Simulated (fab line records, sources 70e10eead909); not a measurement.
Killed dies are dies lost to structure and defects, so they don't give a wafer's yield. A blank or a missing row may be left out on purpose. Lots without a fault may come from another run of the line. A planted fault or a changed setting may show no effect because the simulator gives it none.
A struck lot beside a sound one | flow nand_harc | 17 steps out of a route of 1302
Sound: wafers L185.1, L185.3, L185.5. Struck: wafer L189.1. The cause comes at the end.
At each step with rows: each side's tool, then ch and its chambers, then its first start. Under that, the readings that differ: sound wafers | struck wafers | difference of the means | sigmas: that difference in standard deviations of wafers without a fault.
alike: readings whose means differ by less than 2 such deviations, and words and numbers that are the same on both sides. not compared: withheld readings, readings that some wafer has no value for, bounds like >300 that may hide the same value, and numbers for which the record gives no deviation and whose values overlap.
The two part at a step that has a row with sigmas, a row that says differs or no value, or rows on one side only. Numbers that don't overlap but have no deviation are shown without sigmas and don't part them. A reading that every wafer of one side lacks parts them only if that side has two wafers or more.

NHARC_THIN_TSV_DEP_43: deposits SiO2, target thk 1328.5 nm.
  sound on pecvd-02 ch 0,2, day 25 06:18; struck on pecvd-02 ch 0, day 26 12:11
  alike: throttle_valve_pct
  not compared: since_wet_clean_h
then, 8 steps without rows for these wafers: NHARC_THIN_TSV_DEHYDRATE_04 (time 120 s); NHARC_THIN_TSV_HMDS_05 (time 30 s); NHARC_THIN_TSV_COAT_06; NHARC_THIN_TSV_SOFTBAKE_07 (time 95 s); NHARC_THIN_TSV_EBR_08; NHARC_THIN_TSV_EXPOSE_09 (exposes mask TSV); NHARC_THIN_TSV_PEB_10 (peb time 85 s); NHARC_THIN_TSV_DEVELOP_11 (time 70 s).
NHARC_THIN_TSV_CD_MEAS_12: target cd 1000 nm.
  sound on cd_sem-02 ch 0, day 25 07:01; struck on cd_sem-01 ch 0, day 26 12:58
  alike: cd_nm
then, 1 step without rows for these wafers: NHARC_THIN_TSV_HARDBAKE_13 (time 80 s).
NHARC_THIN_TSV_DESCUM_14: chemistry O2, time 3 s.
  sound on rie_diel-13 ch 1,2, day 25 07:10; struck on rie_diel-13 ch 2, day 26 13:08
  reading                | sound                | struck | difference | sigmas
  throttle_valve_pct (%) | 11.312 11.318 11.316 | 11.296 | -0.019     | -2
  alike: drypump_motor_current_A, o2_flow_sccm, oes_product_au, rf_vpp_V, showerhead_plenum_p_Torr
  not compared: rf_hours_counter_h
NHARC_THIN_TSV_ETCH_44: etches the open film in CF4/O2, target depth 1594.2 nm, time 797.1 s.
  sound on rie_diel-13 ch 0,3, day 25 07:16; struck on rie_diel-13 ch 0, day 26 13:23
  reading               | sound             | struck | difference | sigmas
  oes_product_au (a.u.) | 0.991 0.988 0.997 | 0.749  | -0.243     | -32
  rf_fwd_power_W (W)    | 299.0 299.5 299.8 | 180.4  | -119.0     | -99 or more
  alike: drypump_motor_current_A, o2_flow_sccm, rf_vpp_V, showerhead_plenum_p_Torr, throttle_valve_pct
  not compared: rf_hours_counter_h
NHARC_THIN_TSV_ETCH_15: target depth 3000 nm, bosch target overetch cycles 2, bosch etch step 2.8 s.
  sound on rie_si-01 ch 2,3, day 25 07:50; struck on rie_si-06 ch 1, day 26 13:50
  alike: drypump_motor_current_A
  not compared: rf_hours_counter_h
NHARC_THIN_TSV_CD_MEAS_16:
  sound on cd_sem-02, day 25 07:59; struck on cd_sem-02, day 26 13:56
  reading    | sound                | struck | difference | sigmas
  cd_nm (nm) | 1001.9 1001.6 1001.6 | 1006.0 | +4.3       | +3
NHARC_THIN_TSV_STRIP_45: strips in O2.
  sound on plasma_asher-01 ch 0,1, day 25 08:04; struck on plasma_asher-01 ch 0, day 26 14:01
  alike: drypump_motor_current_A, heater_power_w
  not compared: rf_hours_counter_h
then, 1 step without rows for these wafers: NHARC_END_SORT_01.

WHERE THEY PART
First at NHARC_THIN_TSV_DESCUM_14; last, within this record, at NHARC_THIN_TSV_CD_MEAS_16. Later steps at which nothing parts them and some readings are alike: NHARC_THIN_TSV_STRIP_45.

WHY: what the simulator had put in
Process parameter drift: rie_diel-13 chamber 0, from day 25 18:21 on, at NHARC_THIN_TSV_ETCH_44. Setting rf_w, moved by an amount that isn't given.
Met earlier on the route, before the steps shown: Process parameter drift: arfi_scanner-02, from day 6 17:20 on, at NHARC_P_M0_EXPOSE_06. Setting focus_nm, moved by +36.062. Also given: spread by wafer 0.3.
